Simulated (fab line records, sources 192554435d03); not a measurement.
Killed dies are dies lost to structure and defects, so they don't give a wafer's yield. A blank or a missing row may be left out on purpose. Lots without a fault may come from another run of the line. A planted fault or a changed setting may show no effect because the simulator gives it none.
Chamber matching | flow n5_finfet | N5_BEOL_M0_SAQP_STRIP_108 on rie_diel-06: 4 sister chambers
The step strips in N2/H2. 8 wafers are shown with their chamber, then 8 later ones without.

WAFERS WITH THEIR CHAMBER
wafer  | chamber | drypump_motor_current_A (A) | throttle_valve_pct (%)
L077.6 | 2       | 5.8                         | 18.87
L087.2 | 0       | 5.4                         | 19.21
L087.4 | 2       | 5.9                         | 18.91
L087.5 | 1       | 5.8                         | 18.85
L088.2 | 3       | 5.2                         | 18.61
L088.3 | 1       | 5.7                         | 18.85
L088.5 | 3       | 5.2                         | 18.61
L092.2 | 0       | 5.4                         | 19.21

WAFERS WITHOUT THEIR CHAMBER
wafer  | drypump_motor_current_A (A) | throttle_valve_pct (%)
L092.5 | 5.7                         | 18.86
L092.6 | 5.4                         | 19.21
L097.1 | 5.2                         | 18.64
L097.3 | 5.4                         | 19.21
L097.6 | 5.8                         | 18.94
L096.4 | 5.2                         | 18.63
L096.5 | 5.8                         | 18.93
L096.6 | 5.2                         | 18.65

WHICH CHAMBER EACH WENT THROUGH
wafer  | from the rows above | in truth
L092.5 | 1                   | 1
L092.6 | 0                   | 0
L097.1 | 3                   | 3
L097.3 | 0                   | 0
L097.6 | 2                   | 2
L096.4 | 3                   | 3
L096.5 | 2                   | 2
L096.6 | 3                   | 3
Placed correctly: 8 of 8. Can't be placed from these rows: 0. Placed wrongly: 0.
How it was worked out, from the rows above alone: a wafer's distance from a chamber is the root of the sum, over the readings, of the square of ((its reading less the chamber's mean) divided by the reading's scatter). The wafer belongs to the nearest chamber; if the next one is less than 2 further off, it can't be placed. A chamber's mean is the mean of its shown wafers. The scatter: the root of (the sum of the squares of (reading less its chamber's mean) over the shown wafers, divided by (wafers less chambers)).
